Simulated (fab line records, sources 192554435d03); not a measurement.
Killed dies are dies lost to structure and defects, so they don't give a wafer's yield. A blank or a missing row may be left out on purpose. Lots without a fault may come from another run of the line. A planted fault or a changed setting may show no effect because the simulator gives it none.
Which tool did it? | flow n5_finfet | 24 lots, 72 wafers sampled, at 3 steps of a route of 1938

WHAT THE GAUGES READ, wafer by wafer
N5_BEOL_M7_INSPECT_58: inspects for defects (darkfield). Usual: raw_defect_count 68, standard deviation 22.
lot  | measured     | on                | raw_defect_count | flag
L075 | day 9 02:32  | defect_inspect-02 | 135 78 89        |
L074 | day 9 08:05  | defect_inspect-02 | 39 43 47         |
L076 | day 10 00:37 | defect_inspect-01 | 68 43 71         |
L077 | day 10 01:55 | defect_inspect-02 | 71 41 47         |
L078 | day 10 02:23 | defect_inspect-01 | 45 24 45         |
L079 | day 10 06:28 | defect_inspect-02 | 85 66 54         |
L080 | day 10 08:44 | defect_inspect-02 | 42 45 62         |
L081 | day 10 12:05 | defect_inspect-01 | 49 100 64        |
L082 | day 11 00:25 | defect_inspect-02 | 79 88 87         |
L083 | day 11 01:11 | defect_inspect-01 | 67 46 54         |
L084 | day 11 06:17 | defect_inspect-01 | 79 76 78         |
L085 | day 11 08:10 | defect_inspect-02 | 64 107 88        |
L087 | day 14 16:21 | defect_inspect-02 | 60 87 76         |
L088 | day 15 00:37 | defect_inspect-01 | 56 57 42         |
L086 | day 15 02:50 | defect_inspect-01 | 63 102 40        |
L093 | day 15 04:33 | defect_inspect-02 | 77 63 40         |
L089 | day 15 04:52 | defect_inspect-02 | 83 93 122        |
L094 | day 15 12:17 | defect_inspect-01 | 68 56 61         |
L096 | day 15 12:31 | defect_inspect-01 | 83 86 61         |
L091 | day 15 21:24 | defect_inspect-02 | 71 76 44         |
L090 | day 15 22:42 | defect_inspect-02 | 44 33 66         |
L095 | day 16 01:46 | defect_inspect-02 | 60 56 87         |
L097 | day 16 04:53 | defect_inspect-02 | 95 101 69        |
L092 | day 16 10:22 | defect_inspect-02 | 66 65 105        |

WHICH TOOL RAN EACH LOT (tool, then ch and the chambers of the sampled wafers, then the start)
lot  | N5_BEOL_M7_SPUTTER_48        | N5_BEOL_M7_CMP_52
L075 | pvd_sputter-03, day 9 01:34  | cmp-02 ch 0,1,3, day 9 02:09
L074 | pvd_sputter-02, day 9 06:48  | cmp-03 ch 0,1,3, day 9 07:22
L076 | pvd_sputter-01, day 9 23:23  | cmp-01 ch 1,2,3, day 10 00:08
L077 | pvd_sputter-01, day 10 00:08 | cmp-03 ch 0,1,2, day 10 01:32
L078 | pvd_sputter-03, day 10 00:26 | cmp-03 ch 1,3, day 10 01:55
L079 | pvd_sputter-02, day 10 05:02 | cmp-01 ch 0,2,3, day 10 06:02
L080 | pvd_sputter-01, day 10 07:22 | cmp-02 ch 1,2,3, day 10 08:17
L081 | pvd_sputter-02, day 10 11:05 | cmp-01 ch 0,3, day 10 11:37
L082 | pvd_sputter-01, day 10 22:26 | cmp-03 ch 0,2, day 10 22:59
L083 | pvd_sputter-03, day 11 00:10 | cmp-03 ch 1,2,3, day 11 00:46
L084 | pvd_sputter-02, day 11 04:48 | cmp-02 ch 0,3, day 11 05:50
L085 | pvd_sputter-03, day 11 07:09 | cmp-03 ch 1,2,3, day 11 07:45
L087 | pvd_sputter-02, day 14 15:23 | cmp-01 ch 1,2, day 14 15:54
L088 | pvd_sputter-01, day 14 23:40 | cmp-03 ch 0,1,2, day 15 00:12
L086 | pvd_sputter-01, day 15 01:47 | cmp-02 ch 1,2,3, day 15 02:30
L093 | pvd_sputter-02, day 15 03:35 | cmp-02 ch 2,3, day 15 04:06
L089 | pvd_sputter-03, day 15 03:49 | cmp-02 ch 0,2, day 15 04:26
L094 | pvd_sputter-01, day 15 11:01 | cmp-01 ch 1,3, day 15 11:50
L096 | pvd_sputter-03, day 15 11:22 | cmp-01 ch 0,1, day 15 12:06
L091 | pvd_sputter-02, day 15 20:25 | cmp-03 ch 1,2, day 15 20:55
L090 | pvd_sputter-02, day 15 20:53 | cmp-03 ch 1,2, day 15 22:14
L095 | pvd_sputter-01, day 16 00:46 | cmp-03 ch 0,1, day 16 01:19
L097 | pvd_sputter-01, day 16 03:55 | cmp-02 ch 2,3, day 16 04:26
L092 | pvd_sputter-02, day 16 09:23 | cmp-02 ch 0,1,3, day 16 09:59
- N5_BEOL_M7_SPUTTER_48: material Cu, target thk 10 nm, time 1.667 s.
- N5_BEOL_M7_CMP_52: polishes, stops on SiCOH lowk, t overpolish 6.9 s, target thk 80 nm.

WHAT THE TOOLS THEMSELVES READ (means of the sampled wafers that have a number; where no wafer has one, the mark that the record gives instead)
N5_BEOL_M7_SPUTTER_48. Usual: cathode_dc_power_W 26000 W, standard deviation 5.1; substrate_temp_c -20.01 C, standard deviation 0.12; throttle_valve_pct 30.2 %, standard deviation 1.1.
lot  | tool           | cathode_dc_power_W (W) | substrate_temp_c (C) | throttle_valve_pct (%) | flag
L075 | pvd_sputter-03 | 25997                  | -20.02               | 30.0                   |
L074 | pvd_sputter-02 | 25998                  | -19.95               | 30.7                   |
L076 | pvd_sputter-01 | 26004                  | -19.97               | 31.3                   |
L077 | pvd_sputter-01 | 25999                  | -20.03               | 31.3                   |
L078 | pvd_sputter-03 | 26005                  | -19.98               | 30.3                   |
L079 | pvd_sputter-02 | 26002                  | -20.01               | 30.0                   |
L080 | pvd_sputter-01 | 26002                  | -19.86               | 31.0                   |
L081 | pvd_sputter-02 | 26002                  | -19.89               | 30.8                   |
L082 | pvd_sputter-01 | 25998                  | -20.05               | 31.1                   |
L083 | pvd_sputter-03 | 26004                  | -19.99               | 30.1                   |
L084 | pvd_sputter-02 | 25995                  | -20.05               | 29.9                   |
L085 | pvd_sputter-03 | 26000                  | -20.05               | 30.1                   |
L087 | pvd_sputter-02 | 25998                  | -19.96               | 30.7                   |
L088 | pvd_sputter-01 | 26000                  | -20.13               | 30.0                   |
L086 | pvd_sputter-01 | 25996                  | -20.08               | 30.1                   |
L093 | pvd_sputter-02 | 25999                  | -20.00               | 29.9                   |
L089 | pvd_sputter-03 | 25996                  | -19.95               | 30.4                   |
L094 | pvd_sputter-01 | 25998                  | -19.93               | 30.4                   |
L096 | pvd_sputter-03 | 26003                  | -20.04               | 29.5                   |
L091 | pvd_sputter-02 | 25999                  | -20.04               | 29.5                   |
L090 | pvd_sputter-02 | 26000                  | -20.12               | 29.7                   |
L095 | pvd_sputter-01 | 25995                  | -20.08               | 31.2                   |
L097 | pvd_sputter-01 | 26007                  | -20.02               | 30.7                   |
L092 | pvd_sputter-02 | 25999                  | -20.07               | 29.2                   |

N5_BEOL_M7_CMP_52. Usual: barrier_field_endpoint_s 29.3 s, standard deviation 0.68; motor_current_A 5.9 A, standard deviation 0.5; overpolish_run_s 6.901 s, standard deviation 0.0097; time_to_endpoint_s 63.5 s, standard deviation 2.7.
lot  | tool   | barrier_field_endpoint_s (s) | motor_current_A (A) | overpolish_run_s (s) | time_to_endpoint_s (s) | flag
L075 | cmp-02 | 29.4                         | 6.3                 | 6.904                | 62.4                   |
L074 | cmp-03 | 29.8                         | 5.8                 | 6.897                | 64.4                   |
L076 | cmp-01 | 29.4                         | 5.9                 | 6.902                | 64.0                   |
L077 | cmp-03 | 29.5                         | 6.0                 | 6.891                | 60.9                   |
L078 | cmp-03 | 28.5                         | 6.0                 | 6.901                | 60.5                   |
L079 | cmp-01 | 29.4                         | 5.6                 | 6.906                | 66.4                   |
L080 | cmp-02 | 29.6                         | 6.1                 | 6.902                | 65.6                   |
L081 | cmp-01 | 29.1                         | 5.7                 | 6.901                | 64.8                   |
L082 | cmp-03 | 28.9                         | 5.8                 | 6.895                | 60.9                   |
L083 | cmp-03 | 28.3                         | 6.1                 | 6.906                | 61.2                   |
L084 | cmp-02 | 29.7                         | 6.4                 | 6.907                | 65.7                   |
L085 | cmp-03 | 28.3                         | 6.1                 | 6.897                | 59.9                   |
L087 | cmp-01 | 29.5                         | 5.9                 | 6.903                | 64.0                   |
L088 | cmp-03 | 29.8                         | 5.9                 | 6.898                | 63.3                   |
L086 | cmp-02 | 29.1                         | 6.0                 | 6.901                | 62.0                   |
L093 | cmp-02 | 29.1                         | 6.2                 | 6.894                | 61.7                   |
L089 | cmp-02 | 28.6                         | 5.7                 | 6.895                | 62.5                   |
L094 | cmp-01 | 29.5                         | 6.3                 | 6.895                | 65.0                   |
L096 | cmp-01 | 29.9                         | 5.6                 | 6.908                | 66.4                   |
L091 | cmp-03 | 28.8                         | 6.0                 | 6.905                | 60.9                   |
L090 | cmp-03 | 29.2                         | 5.9                 | 6.901                | 65.2                   |
L095 | cmp-03 | 29.7                         | 5.6                 | 6.896                | 65.7                   |
L097 | cmp-02 | 29.8                         | 6.2                 | 6.897                | 65.2                   |
L092 | cmp-02 | 28.7                         | 6.1                 | 6.905                | 61.6                   |

THE ANSWER, worked out from the rows above alone
Rule: a lot is off if the mean of its wafers that have a number lies more than 3 standard deviations from the usual mean. A lot without any number at a reading at which 4 lots or more have one is off too. The other lots that the step has rows for count as sound. The gauges are gone through in route order, then the tools' own readings, and for those a lot's mean is taken as printed above. The first step at which some lot is off is used, and at that step the reading that is off furthest; a lot without a number counts as furthest.
No lot is off at any reading shown: from this, nothing can be told.

WHAT THE SIMULATOR HAD PUT IN
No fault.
